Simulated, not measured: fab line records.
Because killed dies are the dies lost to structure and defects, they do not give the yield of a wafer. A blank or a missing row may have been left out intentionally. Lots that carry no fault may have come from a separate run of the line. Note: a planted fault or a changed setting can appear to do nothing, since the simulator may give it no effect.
Split-lot trial ; flow n5_finfet ; 21 wafers read from 7 lots, route of 1938 steps

## THE SPLIT
At N5_BEOL_M2_EXPOSE_25 (exposes mask V1, defocus 5 nm), the setting dose_mj was moved away from the recipe's 63 on 9 of the 21 wafers read, by -5.1% to +7.2%. For the rest of the wafers, this setting stayed at what the recipe calls for.

## FROM THE SPLIT TO THE READING: what the file shows between them, 2 steps
- N5_BEOL_M2_PEB_26: peb time 60 s
- N5_BEOL_M2_DEVELOP_27: develop time 30 s

## THE READING
cd_nm, in nm, at N5_BEOL_M2_CD_MEAS_28 (target cd 26.2 nm, target cd y 24.1 nm). A value of 26.21 nm with a standard deviation of 0.24 nm is what fault-free wafers of this fab line usually give.

wafer;tool, chamber at the split;dose_mj as run;against the recipe;cd_nm, nm;against lot-mates on the recipe
L075.2;euv_scanner-01, 0;67.54;+7.2%;27.45;no lot-mate on the recipe
L075.4;euv_scanner-01, 0;67.54;+7.2%;27.45;no lot-mate on the recipe
L075.5;euv_scanner-01, 0;67.54;+7.2%;27.43;no lot-mate on the recipe
L077.1;euv_scanner-01, 0;63;recipe;26.21;-
L077.2;euv_scanner-01, 0;63;recipe;26.44;-
L077.3;euv_scanner-01, 0;63;recipe;26.14;-
L080.1;euv_scanner-02, 0;66.88;+6.2%;27.48;+1.44
L080.3;euv_scanner-02, 0;63;recipe;26.04;-
L080.6;euv_scanner-02, 0;66.88;+6.2%;27.33;+1.29
L083.2;euv_scanner-02, 0;63;recipe;25.99;-
L083.4;euv_scanner-02, 0;63;recipe;25.97;-
L083.5;euv_scanner-02, 0;63;recipe;26.62;-
L085.3;euv_scanner-01, 0;63;recipe;26.26;-
L085.5;euv_scanner-01, 0;59.77;-5.1%;25.47;-0.63
L085.6;euv_scanner-01, 0;63;recipe;25.94;-
L090.2;euv_scanner-01, 0;64.43;+2.3%;26.83;+0.44
L090.5;euv_scanner-01, 0;63;recipe;26.39;-
L090.6;euv_scanner-01, 0;64.43;+2.3%;26.87;+0.48
L091.2;euv_scanner-01, 0;65.34;+3.7%;26.77;+0.68
L091.3;euv_scanner-01, 0;63;recipe;25.83;-
L091.4;euv_scanner-01, 0;63;recipe;26.35;-

FIT RESULTS
A straight line over all 21 wafers: cd_nm changes by +0.176 nm for each +1% of dose_mj; r = +0.94; the points scatter about the line by 0.21 nm.
The same after taking each lot's own level away (the mean of its wafers on the recipe; 18 wafers): +0.19 nm for each +1%; r = +0.93; scatter 0.21 nm.
That fit puts the effect of the largest move of dose_mj on the reading at 1.4 nm.
From 26.040 to 26.390 nm: that is the span of the lots' own levels, equal to 1.5 times the standard deviation above.
Hence the lot-to-lot level has little effect on the slope; both slopes agree.
Check: +1.11 nm against its lot-mates is what the line predicts for one of the wafers moved furthest among these (+6.2%) when that wafer is left out of the fit. It came out at +1.44 nm against them.

## OTHER SPLITS ON THESE WAFERS
Note: prior to the reading, these wafers also went through further splits. Each is held against what the fit with the lots' levels taken away leaves over:
other split on the same wafers;wafers away from the commonest value;r with cd_nm (lot level and that fit taken away)
N5_BEOL_M1_COAT_68 spin_rpm;8;+0.04

## FILE'S OWN FIT
cd_nm changes by +0.182 nm for each +1% of dose_mj, r = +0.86.
